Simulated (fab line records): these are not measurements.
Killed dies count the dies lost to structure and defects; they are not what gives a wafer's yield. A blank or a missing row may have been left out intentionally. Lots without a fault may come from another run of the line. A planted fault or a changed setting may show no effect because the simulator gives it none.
fab line records    flow n5-finfet
record lots=3  wafers=9  last-day=15
route steps=1938 shown BEOL_M7@1299
lots with no fault: from the same line, run without faults
start-h: the number of hours between the record's first day and the start of the first shown wafer of the lot    wait-h: hours since the lot's step before    " as in the row above    L1.1+2: a row that stands for several wafers    - either no value or no given start    * or withheld: withheld    < > ~ a bound
route shown NAME@n: names a module that has steps shown in the file, with the first one's number in the route    usual: mean/standard deviation taken from wafers without a fault    same: alike in all rows    chamber/n: place in a boat    sites: the reading at each site    _std_site: how widely they spread, as a standard deviation    _edge_site: the outer-site mean with the inner-site mean subtracted    radius-mm: for every site, how far away it sits from the centre of the wafer    mask NAME#n: copy n    behind: the last tool/chamber to shape the wafer    hold: the reason the lot was held/the length of the hold in hours/how it ended    device: names the non-switching transistor (n, p or np)    end of line: the route-end tests of the same wafers    where a step has no rows: the recipe by itself    killed: at the first sort, the dies lost to defects and structure; wafer yield is something else    map: per-die view of a wafer (x killed, . not killed, _ where there is no die)
set.NAME: the setting that was run; set.NAME@STEP: the one run at that earlier step    model.NAME: the simulator's own value behind a step, which no gauge read
a table for each step, a row for each wafer; lots at some steps of the route
services: the hour from which a tool's chamber was out of use, counted from the record's first day as start-h (under 0 if before that day), plus the number of hours and why
## steps
# step N5_BEOL_M7_DESCUM_33
# recipe chemistry=O2  time-s=7  source-power-w=50  bias-power-w=20  pressure-mtorr=20  rf-frequency-hz=2.712e+07  temp-c=40  resist=CAR-EUV  o2-flow-sccm=225
# step N5_BEOL_M7_ETCH_72
# recipe chemistry=N2/H2  target=underlayer  target-depth-a=65  mask-material=CAR-EUV  time-s=5.2  ion-energy-ev=200  pressure-mtorr=30  source-w=840  bias-w=150  n2-flow-sccm=200  h2-flow-sccm=200  ends=cleared
# step N5_BEOL_M7_ETCH_65
# recipe chemistry=CF4  target=SiARC  target-depth-a=156  mask-material=CAR-EUV  time-s=26  ion-energy-ev=80  pressure-mtorr=40  source-w=545  bias-w=36  Ar_flow_sccm=100  cf4-flow-sccm=100  ends=cleared
# step N5_BEOL_M7_ETCH_66
# recipe chemistry=N2/H2  target=SOC  target-depth-a=800  overetch-a=160  mask-material=SiARC  temp-c=40  time-s=120  ion-energy-ev=200  pressure-mtorr=30  source-w=840  bias-w=150  n2-flow-sccm=200  h2-flow-sccm=200
# step N5_BEOL_M7_STRIP_69
# recipe chemistry=N2/H2  temp-c=40  n2-flow-sccm=200  h2-flow-sccm=200  rf-frequency-hz=6e+07
# step N5_BEOL_M7_STRIP_73
# recipe chemistry=N2/H2  temp-c=40  n2-flow-sccm=200  h2-flow-sccm=200  rf-frequency-hz=6e+07
# step N5_BEOL_M7_VIA_ETCH_34
# recipe chemistry=C4F6/O2  target=SiCOH_lowk  target-depth-a=1255  mask-material=SOC  taper-deg=4  time-s=50.5  ion-energy-ev=250  pressure-mtorr=30  source-w=345  bias-w=185  Ar_flow_sccm=300  C4F6_flow_sccm=10  O2_flow_sccm=10
# step N5_BEOL_M7_STRIP_76
# recipe chemistry=C4F6/O2  resist=SiARC  rf-frequency-hz=6e+07
# step N5_BEOL_M7_STRIP_36
# recipe chemistry=N2/H2  power-w=450  temp-c=40  pressure-mtorr=20  rf-frequency-hz=6e+07  overash-fraction=0.3  bias-power-w=7  h2-frac=0.5  n2-flow-sccm=200  h2-flow-sccm=200
# step N5_BEOL_M7_TRENCH_ETCH_37
# recipe chemistry=C4F6/O2  target-depth-a=934.78  target=SiCOH_lowk  time-s=31.2  ion-energy-ev=250  pressure-mtorr=30  source-w=345  bias-w=185  Ar_flow_sccm=300  C4F6_flow_sccm=10  O2_flow_sccm=10
# usual O2_flow_sccm=10.002/0.028  drypump-motor-current-A=5.7/0.46  oes-product-au=0.80/0.071  rf-vpp-V=661/6.7  run-length-s=54.6/0.57  showerhead-plenum-p-Torr=2.85/0.1  throttle-valve-pct=20.93/0.22
lot.wafer  tool         chamber  start-h  wait-h  O2_flow_sccm  drypump-motor-current-A  oes-product-au  rf-hours-counter-h  rf-vpp-V  run-length-s  showerhead-plenum-p-Torr  throttle-valve-pct  model.etch.depth-nm  model.BEOL_M7.feature-depth-nm
L189.3     rie-diel-04  3        205.53   -       9.981         6.0                      0.74            166                 649       54.6          2.72                      20.83               94.08                94
L189.4     "            1        "        "       9.998         5.4                      0.84            57                  649       54.8          2.78                      21.30               95.08                95
L189.6     "            2        "        "       9.963         4.7                      0.72            -                   661       55.3          2.94                      20.74               92.64                92.6
L196.2     rie-diel-04  1        248.79   -       9.979         5.4                      0.82            71                  650       52.3          2.77                      21.32               89.19                89.2
L196.4     "            2        "        "       10.056        4.8                      0.71            201                 661       55.2          2.94                      20.73               92.5                 92.4
L196.6     "            3        "        "       10.012        6.0                      0.74            -                   650       53.0          2.71                      20.86               89.1                 89.2
L204.4     rie-diel-05  3        290.21   -       9.993         5.3                      0.97            6                   660       53.7          2.81                      20.55               94.68                94.6
L204.5     "            1        "        "       10.054        5.3                      0.84            -                   662       55.4          2.99                      20.77               96.17                96.2
L204.6     "            0        "        "       9.957         6.3                      0.83            -                   667       54.9          2.77                      21.20               95.96                96
# step N5_BEOL_M7_ETCH_41
# recipe chemistry=CH3F/O2  target=SiCN  target-depth-a=319  taper-deg=2  time-s=57.8  ion-energy-ev=120  mask-material=TiN  pressure-mtorr=30  source-w=395  bias-w=75  Ar_flow_sccm=150  CH3F_flow_sccm=30  O2_flow_sccm=20
# step N5_BEOL_M7_STRIP_80
# recipe chemistry=N2/H2  time-s=10  power-w=450  temp-c=40  pressure-mtorr=20  rf-frequency-hz=6e+07  bias-power-w=7  n2-flow-sccm=200  h2-flow-sccm=200
# step N5_BEOL_M7_OCD_MEAS_38
# usual trench-depth-nm=93.8/1.4
lot.wafer  tool    chamber  start-h  wait-h  trench-depth-nm
L189.3     ocd-01  -        205.69   -       93.5
L189.4     "       -        "        "       95.0
L189.6     "       -        "        "       92.2
L196.2     ocd-01  -        248.95   -       89.3
L196.4     "       -        "        "       92.8
L196.6     "       -        "        "       89.5
L204.4     ocd-02  -        290.37   -       94.6
L204.5     "       -        "        "       96.4
L204.6     "       -        "        "       96.6
# step N5_BEOL_M7_HM_STRIP_39
# recipe chemistry=peroxide-tin-strip  material=TiN  target-depth-a=250  temp-c=50  time-s=158
# step N5_BEOL_M7_SRD_40
# recipe time-s=30  temp-c=23  rinse-liquid=diw  dry=ipa-marangoni
# step N5_BEOL_M7_PRECLEAN_42
# recipe chemistry=residue-remover  time-s=60  temp-c=40
# step N5_BEOL_M7_SRD_43
# recipe time-s=30  temp-c=23  rinse-liquid=diw  dry=ipa-marangoni
# step N5_BEOL_M7_CURE_75
# recipe temp-c=370  time-s=120  ambient=DMADMS/He  material=SiCOH_lowk
# step N5_BEOL_M7_DEGAS_44
# recipe ambient=vacuum  temp-c=250  time-s=60
# step N5_BEOL_M7_PRE_CLEAN_45
# recipe gas=H2/He  time-s=30  temp-c=250
# step N5_BEOL_M7_ALD_77
# recipe material=TaN  target-thk-a=20  temp-c=275  ald-precursor-family=PDMAT  ald-co-reactant=NH3  pressure-torr=3  carrier-flow-sccm=1500  pulse-time-s=2  purge-time-s=3  co-reactant-purge-time-s=2  co-reactant-pulse-time-s=3  ald-cycles=40  precursor-vessel-temp-c=75  precursor-vessel-pressure-torr=26.25  precursor-vessel-carrier-sccm=1000
# step N5_BEOL_M7_SURFACE_TREAT_79
# recipe gas=Ar  time-s=*  ion-energy-ev=*  ion-current-ma-cm2=0.5  pressure-mtorr=*  ar-flow-sccm=30
# step N5_BEOL_M7_CVD_78
# recipe material=Co  target-thk-a=20  temp-c=withheld  precursor=CCTBA/H2  pressure-torr=30  time-s=142.3
# step N5_BEOL_M7_SPUTTER_48
# recipe material=Cu  target-thk-a=100  temp-c=-20  bias-v=60  power-w=26000  chamber-pressure-pa=0.13  time-s=1.667
# step N5_BEOL_M7_ECD_50
# recipe material=Cu  target-thk-a=3000
# step N5_BEOL_M7_ANNEAL_51
# recipe temp-c=225  time-s=90  ambient=N2
# step N5_BEOL_M7_CMP_52
# recipe stop-on=SiCOH_lowk  t-overpolish-s=6.9  down-force-psi=1  platen-rpm=50  clearing-platen-down-force-psi=1.5  clearing-platen-rpm=50  post-cmp-clean=cu-alkaline  target-thk-nm=80  clearing-platen-pad-velocity-m-s=0.99484  pad-velocity-m-s=0.99484
# usual barrier-field-endpoint-s=29.0/0.77  motor-current-A=6.3/0.77  overpolish-run-s=6.902/0.01  pad-life-wafers=1100/680  retaining-ring-pressure-frac=1.000/0.0048  time-to-endpoint-s=62.8/2.8
lot.wafer  tool    chamber  start-h  wait-h  barrier-field-endpoint-s  motor-current-A  overpolish-run-s  pad-life-wafers  retaining-ring-pressure-frac  time-to-endpoint-s  model.Cu_of_BEOL_M7_ECD_50.thk-nm
L189.3     cmp-02  0        207.86   0.2     29.7                      6.0              6.914             1692             0.999                         63.2                80.2
L189.4     "       2        "        "       28.5                      7.0              6.902             1694             1.015                         59.4                82
L189.6     "       0        "        "       29.8                      5.7              6.907             -                1.001                         64.9                78.8
L196.4     cmp-03  2        252.43   0.1     28.6                      6.8              6.908             1794             0.992                         61.2                79.8
L196.2     "       3        "        "       27.4                      6.3              6.891             1795             1.007                         61.1                76.6
L196.6     "       2        "        "       27.9                      7.4              6.908             -                0.998                         60.3                76.4
L204.4     cmp-01  2        292.89   0.2     30.0                      4.9              6.913             1081             1.004                         67.3                81.6
L204.6     "       1        "        "       29.8                      6.6              6.900             -                0.996                         63.6                81.4
L204.5     "       2        "        "       30.1                      5.1              6.902             -                1.006                         66.4                82.6
# step N5_BEOL_M7_THK_MEAS_53
# recipe thk-meas-gauge=xrf  reads=Cu_of_BEOL_M7_ECD_50
# usual M7_THK=80.2/1.6
lot.wafer  tool           chamber  start-h  wait-h  M7_THK[nm]
L189.3     film-metro-02  -        208.16   -       81.2
L189.4     "              -        "        "       82.9
L189.6     "              -        "        "       79.2
L196.2     film-metro-02  -        253.01   -       75.8
L196.4     "              -        "        "       79.1
L196.6     "              -        "        "       75.7
L204.4     film-metro-02  -        293.15   -       81.0
L204.5     "              -        "        "       82.0
L204.6     "              -        "        "       80.6
# step N5_BEOL_M7_PRE_CLEAN_55
# recipe gas=NH3  time-s=15  temp-c=withheld  rf-power-w=300
# step N5_BEOL_M7_DEP_56
# recipe material=SiCN  target-thk-a=100  temp-c=withheld  precursor=3MS/NH3  pressure-torr=3  rf-w=202  time-s=17.5
# step N5_BEOL_M7_RS_MEAS_57
# recipe thk-meas-gauge=four-point-probe  reads=Cu_of_BEOL_M7_ECD_50+Co_of_BEOL_M7_CVD_78+TaN_of_BEOL_M7_ALD_77
# usual M7_RS=0.285/0.0065
lot.wafer  tool           chamber  start-h  wait-h  M7_RS[ohm/sq]
L189.3     film-metro-01  -        208.32   0.1     0.286
L189.4     "              -        "        "       0.279
L189.6     "              -        "        "       0.293
L196.2     film-metro-02  -        253.14   0.1     0.301
L196.4     "              -        "        "       0.287
L196.6     "              -        "        "       0.302
L204.4     film-metro-01  -        293.28   0.0     0.281
L204.5     "              -        "        "       0.276
L204.6     "              -        "        "       0.281
## services
tool         chamber  start-h  hours  kind
rie-diel-04  3        193.36   5.3    repair
cmp-02       -        194.36   2.7    repair
cmp-03       -        198.27   1.0    repair
rie-diel-04  3        210.71   1.6    repair
cmp-02       -        218.33   5.7    pm
rie-diel-05  3        242.10   -      clean
rie-diel-05  3        242.10   -      consumable-replace:focus-ring
rie-diel-05  3        242.10   27.1   scheduled-down
rie-diel-05  3        242.10   27.1   vent-cycle
rie-diel-05  1        245.40   1.7    repair
cmp-02       -        247.72   1.5    repair
cmp-02       -        263.21   4.0    pm
cmp-02       -        267.21   -      consumable-replace:conditioner
cmp-02       -        267.21   -      consumable-replace:pad
rie-diel-04  2        270.32   2.7    repair
cmp-01       -        272.53   4.6    pm
cmp-03       -        282.73   4.0    pm
cmp-03       -        286.73   -      consumable-replace:conditioner
cmp-03       -        286.73   -      consumable-replace:pad
## key
first-sign step=N5_BEOL_M7_TRENCH_ETCH_37  reading=run-length-s  direction=down  sigmas=3.5  usual=*  struck=*
effect step=N5_BEOL_M7_OCD_MEAS_38  reading=trench-depth-nm  direction=down  sigmas=3.1  usual=93.8  struck=89.4
effect step=N5_BEOL_M7_THK_MEAS_53  reading=M7_THK  direction=down  sigmas=2.8  usual=80.2  struck=75.8
effect step=N5_BEOL_M7_RS_MEAS_57  reading=M7_RS  direction=up  sigmas=2.5  usual=0.285  struck=0.302
model-effect step=N5_BEOL_M7_TRENCH_ETCH_37  value=etch.depth-nm  without=94.79  struck=89.14
model-effect step=N5_BEOL_M7_CMP_52  value=Cu_of_BEOL_M7_ECD_50.thk-nm  without=82.1  struck=76.5
met-at N5_BEOL_M7_TRENCH_ETCH_37
struck-wafers L196.2,L196.6
onset-between 205.53 248.79
fault kind=process-parameter-drift  tool=rie-diel-04  chamber=-  onset-h=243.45  steps=N5_BEOL_M7_TRENCH_ETCH_37  channel=time-s  offset=*  shape=step  end-h=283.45  scope=struck-wafers-only  acts-in=*  stated=*
